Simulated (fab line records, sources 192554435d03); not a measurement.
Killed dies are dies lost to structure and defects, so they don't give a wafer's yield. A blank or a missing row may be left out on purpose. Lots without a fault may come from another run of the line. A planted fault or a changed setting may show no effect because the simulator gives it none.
Chamber matching | flow n5_finfet | N5_HKMG_FIN_ALD_21 on ald_metal-02: 4 sister chambers
The step deposits TiN, target thk 1.5 nm, pulse time 1 s, purge time 3 s. 8 wafers are shown with their chamber, then 9 later ones without.

WAFERS WITH THEIR CHAMBER
wafer  | chamber | heater_power_w (W) | precursor_pulse_height_rel
L083.5 | 3       | 698                | 1.020
L086.6 | 1       | 944                | 0.989
L090.1 | 0       | 970                | 0.985
L090.4 | 2       | 863                | 1.022
L090.5 | 0       | 952                | 0.980
L093.2 | 1       | 947                | 1.028
L093.5 | 2       | 889                | 1.011
L093.6 | 3       | 681                | 0.973

WAFERS WITHOUT THEIR CHAMBER
wafer  | heater_power_w (W) | precursor_pulse_height_rel
L094.2 | 966                | 0.981
L094.3 | 887                | 1.014
L094.4 | 959                | 1.003
L095.3 | 961                | 1.003
L095.5 | 715                | 0.995
L095.6 | 986                | 1.002
L096.3 | 948                | 1.023
L096.4 | 889                | 1.001
L096.5 | 957                | 1.013

WHICH CHAMBER EACH WENT THROUGH
wafer  | from the rows above     | in truth
L094.2 | can't be placed: 0 or 1 | 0
L094.3 | 2                       | 2
L094.4 | can't be placed: 0 or 1 | 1
L095.3 | can't be placed: 0 or 1 | 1
L095.5 | 3                       | 3
L095.6 | can't be placed: 0 or 1 | 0
L096.3 | can't be placed: 1 or 0 | 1
L096.4 | 2                       | 2
L096.5 | can't be placed: 1 or 0 | 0
Placed correctly: 3 of 9. Can't be placed from these rows: 6 (the true chamber is among the candidates in 6). Placed wrongly: 0.
How it was worked out, from the rows above alone: a wafer's distance from a chamber is the root of the sum, over the readings, of the square of ((its reading less the chamber's mean) divided by the reading's scatter). The wafer belongs to the nearest chamber; if the next one is less than 2 further off, it can't be placed. A chamber's mean is the mean of its shown wafers. The scatter: the root of (the sum of the squares of (reading less its chamber's mean) over the shown wafers, divided by (wafers less chambers)).
